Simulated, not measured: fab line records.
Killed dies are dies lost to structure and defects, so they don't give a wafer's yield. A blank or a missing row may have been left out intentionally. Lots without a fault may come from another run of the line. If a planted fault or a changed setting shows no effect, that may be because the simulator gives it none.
Lot-split experiment / flow n5 finfet / 21 wafers read from 7 lots, route of 1938 steps

== SPLIT DETAILS ==
At N5_PASSIVATION_ETCH_54 (etches SiO2 in CHF3/O2, target depth 880 nm, time 440 s), the setting time s was moved away from the recipe's 440 s on 6 of the 21 wafers read, by -21.3% to +17.8%. This setting was run at the recipe's value on the other wafers.

The split's own step is where the reading is taken.

== THE READING ==
PASSIVATION.feature depth nm (the simulator's own value, which no gauge read), in nm, at N5_PASSIVATION_ETCH_54 (etches SiO2 in CHF3/O2, target depth 880 nm, time 440 s). No usual value for it is given in the file. Average 884.9 nm, standard deviation 12 nm, over the 15 wafers here run with the recipe.

wafer=L075.1; tool, chamber at the split=rie diel-03, 2; time s as run, s=440; against the recipe=recipe; PASSIVATION.feature depth nm, nm=894.8; against lot-mates on the recipe=-
wafer=L075.2; tool, chamber at the split=rie diel-03, 0; time s as run, s=440; against the recipe=recipe; PASSIVATION.feature depth nm, nm=907.8; against lot-mates on the recipe=-
wafer=L075.6; tool, chamber at the split=rie diel-03, 3; time s as run, s=440; against the recipe=recipe; PASSIVATION.feature depth nm, nm=868.2; against lot-mates on the recipe=-
wafer=L076.1; tool, chamber at the split=rie diel-04, 3; time s as run, s=361.9; against the recipe=-17.8%; PASSIVATION.feature depth nm, nm=721; against lot-mates on the recipe=-172.8
wafer=L076.3; tool, chamber at the split=rie diel-04, 0; time s as run, s=361.9; against the recipe=-17.8%; PASSIVATION.feature depth nm, nm=744.4; against lot-mates on the recipe=-149.4
wafer=L076.5; tool, chamber at the split=rie diel-04, 1; time s as run, s=440; against the recipe=recipe; PASSIVATION.feature depth nm, nm=893.8; against lot-mates on the recipe=-
wafer=L080.2; tool, chamber at the split=rie diel-04, 3; time s as run, s=346.3; against the recipe=-21.3%; PASSIVATION.feature depth nm, nm=693.4; against lot-mates on the recipe=-197.6
wafer=L080.3; tool, chamber at the split=rie diel-04, 1; time s as run, s=440; against the recipe=recipe; PASSIVATION.feature depth nm, nm=886; against lot-mates on the recipe=-
wafer=L080.4; tool, chamber at the split=rie diel-04, 0; time s as run, s=440; against the recipe=recipe; PASSIVATION.feature depth nm, nm=896; against lot-mates on the recipe=-
wafer=L084.1; tool, chamber at the split=rie diel-03, 1; time s as run, s=440; against the recipe=recipe; PASSIVATION.feature depth nm, nm=866; against lot-mates on the recipe=-
wafer=L084.2; tool, chamber at the split=rie diel-03, 0; time s as run, s=440; against the recipe=recipe; PASSIVATION.feature depth nm, nm=881.8; against lot-mates on the recipe=-
wafer=L084.5; tool, chamber at the split=rie diel-03, 2; time s as run, s=440; against the recipe=recipe; PASSIVATION.feature depth nm, nm=877.4; against lot-mates on the recipe=-
wafer=L083.3; tool, chamber at the split=rie diel-04, 3; time s as run, s=507.2; against the recipe=+15.3%; PASSIVATION.feature depth nm, nm=1010; against lot-mates on the recipe=+137.8
wafer=L083.4; tool, chamber at the split=rie diel-04, 2; time s as run, s=440; against the recipe=recipe; PASSIVATION.feature depth nm, nm=872.2; against lot-mates on the recipe=-
wafer=L083.5; tool, chamber at the split=rie diel-04, 2; time s as run, s=507.2; against the recipe=+15.3%; PASSIVATION.feature depth nm, nm=1002; against lot-mates on the recipe=+129.8
wafer=L092.3; tool, chamber at the split=rie diel-04, 0; time s as run, s=440; against the recipe=recipe; PASSIVATION.feature depth nm, nm=894.2; against lot-mates on the recipe=-
wafer=L092.4; tool, chamber at the split=rie diel-04, 2; time s as run, s=440; against the recipe=recipe; PASSIVATION.feature depth nm, nm=868; against lot-mates on the recipe=-
wafer=L092.5; tool, chamber at the split=rie diel-04, 0; time s as run, s=440; against the recipe=recipe; PASSIVATION.feature depth nm, nm=899.6; against lot-mates on the recipe=-
wafer=L094.1; tool, chamber at the split=rie diel-04, 0; time s as run, s=518.1; against the recipe=+17.8%; PASSIVATION.feature depth nm, nm=1044; against lot-mates on the recipe=+160.3
wafer=L094.4; tool, chamber at the split=rie diel-04, 0; time s as run, s=440; against the recipe=recipe; PASSIVATION.feature depth nm, nm=883; against lot-mates on the recipe=-
wafer=L094.5; tool, chamber at the split=rie diel-04, 1; time s as run, s=440; against the recipe=recipe; PASSIVATION.feature depth nm, nm=884.4; against lot-mates on the recipe=-

THE FIT
A straight line over all 21 wafers: PASSIVATION.feature depth nm changes by +8.58 nm for each +1% of time s; r = +0.99; the points scatter about the line by 12 nm.
The same after taking each lot's own level away (the mean of its wafers on the recipe; 21 wafers): +9.04 nm for each +1%; r = +0.99; scatter 10 nm.
On that fit, the largest move of time s shifts the reading by 1.9e+02 nm.
From 872.20 to 893.80 nm: that is the span of the lots' own levels, equal to 1.8 times the standard deviation above.
The two slopes agree, so the slope changes little with the lot-to-lot level.
Check: with one of the wafers moved furthest among these (-21.3%) left out of the fit, the line predicts -191 nm for it against its lot-mates. Against them it came out at -198 nm.

== FURTHER SPLITS ON THESE WAFERS ==
Other splits were also applied to these wafers ahead of the reading. Each is held against what the fit with the lots' levels taken away leaves over:
other split on the same wafers=N5_BEOL_M15_SPUTTER_44 power w; wafers away from the commonest value=11; r with PASSIVATION.feature depth nm (lot level and that fit taken away)=+0.16

== THE WHOLE CHAIN: every reading that the file lists as answering this split, in the file's order ==
step=N5_PASSIVATION_ETCH_54; what it does=etches SiO2 in CHF3/O2, target depth 880 nm, time 440 s; reading=etch.depth nm (the simulator's own value, which no gauge read); change (the file's fit)=+9.08 nm for each +1% of the setting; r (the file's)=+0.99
step=N5_PASSIVATION_ETCH_54; what it does=etches SiO2 in CHF3/O2, target depth 880 nm, time 440 s; reading=PASSIVATION.feature depth nm (the simulator's own value, which no gauge read); change (the file's fit)=+9.08 nm for each +1% of the setting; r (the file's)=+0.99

== FILE'S OWN FIT ==
PASSIVATION.feature depth nm changes by +9.08 nm for each +1% of time s, r = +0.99.
